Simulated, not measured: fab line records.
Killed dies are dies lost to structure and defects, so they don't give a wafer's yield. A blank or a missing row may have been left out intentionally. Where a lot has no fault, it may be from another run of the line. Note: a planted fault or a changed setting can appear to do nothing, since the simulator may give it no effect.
Lot-split experiment | flow n5Finfet | on a route of 1938 steps: 7 lots, 21 wafers read

## THE SPLIT
At N5_BEOL_M11_EXPOSE_25 (exposes mask V10), the setting doseMj was moved away from the recipe's 85.5 on 10 of the 21 wafers read, by -7.2% to +7.0%. All remaining wafers had this setting at the recipe value.

## FROM THE SPLIT TO THE READING: what the file shows between them, 2 steps
- N5_BEOL_M11_PEB_26: peb time 60 s
- N5_BEOL_M11_DEVELOP_27: develop time 30 s

## THE READING
cdNm at N5_BEOL_M11_CD_MEAS_28, given in nm (cd target 70 nm). A value of 70.0 nm with a standard deviation of 1.3 nm is what fault-free wafers of this fab line usually give.

wafer  | tool, chamber at the split | doseMj as run | against the recipe | cdNm, nm | against lot-mates on the recipe
L076.1 | arfiScanner-01, 0          | 85.5          | recipe             | 69.1     | -
L076.5 | arfiScanner-01, 0          | 85.5          | recipe             | 69.9     | -
L076.6 | arfiScanner-01, 0          | 79.36         | -7.2%              | 64.6     | -4.9
L078.1 | arfiScanner-02, 0          | 90.22         | +5.5%              | 74.4     | +4.1
L078.2 | arfiScanner-02, 0          | 85.5          | recipe             | 70.3     | -
L078.4 | arfiScanner-02, 0          | 90.22         | +5.5%              | 73.9     | +3.6
L080.1 | arfiScanner-01, 0          | 85.5          | recipe             | 69.2     | -
L080.2 | arfiScanner-01, 0          | 80.41         | -6.0%              | 63.9     | -5.3
L080.5 | arfiScanner-01, 0          | 80.41         | -6.0%              | 63.0     | -6.2
L084.2 | arfiScanner-02, 0          | 85.5          | recipe             | 67.5     | -
L084.3 | arfiScanner-02, 0          | 85.5          | recipe             | 67.4     | -
L084.6 | arfiScanner-02, 0          | 85.5          | recipe             | 68.9     | -
L090.1 | arfiScanner-01, 0          | 85.5          | recipe             | 68.7     | -
L090.3 | arfiScanner-01, 0          | 81.68         | -4.5%              | 64.7     | -4.0
L090.5 | arfiScanner-01, 0          | 85.5          | recipe             | 68.6     | -
L093.1 | arfiScanner-03, 0          | 88.39         | +3.4%              | 69.2     | -0.5
L093.3 | arfiScanner-03, 0          | 85.5          | recipe             | 69.7     | -
L093.4 | arfiScanner-03, 0          | 88.39         | +3.4%              | 71.1     | +1.4
L095.1 | arfiScanner-03, 0          | 91.52         | +7.0%              | 76.9     | +4.5
L095.3 | arfiScanner-03, 0          | 85.5          | recipe             | 72.4     | -
L095.6 | arfiScanner-03, 0          | 91.52         | +7.0%              | 77.6     | +5.2

THE FIT
A straight line over all 21 wafers: cdNm changes by +0.91 nm for each +1% of doseMj; r = +0.93; the points scatter about the line by 1.5 nm.
The same after taking each lot's own level away (the mean of its wafers on the recipe; 21 wafers): +0.733 nm for each +1%; r = +0.96; scatter 0.86 nm.
That fit puts the effect of the largest move of doseMj on the reading at 5.3 nm.
The lots' own levels span 67.93 to 72.40 nm, that is 3.4 times the standard deviation above.
So the lot-to-lot level changes the slope: the two fits differ.
Check: for one of the wafers moved furthest among these (-7.2%), held out of the fit, the line's prediction against its lot-mates is -5.87 nm. It came out at -4.9 nm against them.

## OTHER SPLITS APPLIED TO THESE WAFERS
Before the reading, these wafers also passed through other splits. Each is held against what the fit with the lots' levels taken away leaves over:
other split on the same wafers  | wafers away from the commonest value | r with cdNm (lot level and that fit taken away)
N5_BEOL_M8_PECVD_70 timeS       | 6                                    | -0.01
N5_BEOL_M8_ETCH_65 sourceW      | 4                                    | -0.11
N5_BEOL_M8_TRENCH_ETCH_37 timeS | 5                                    | +0.21
N5_BEOL_M9_EXPOSE_25 doseMj     | 5                                    | -0.28

## THE FILE'S OWN FIT
cdNm changes by +0.725 nm for each +1% of doseMj, r = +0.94.
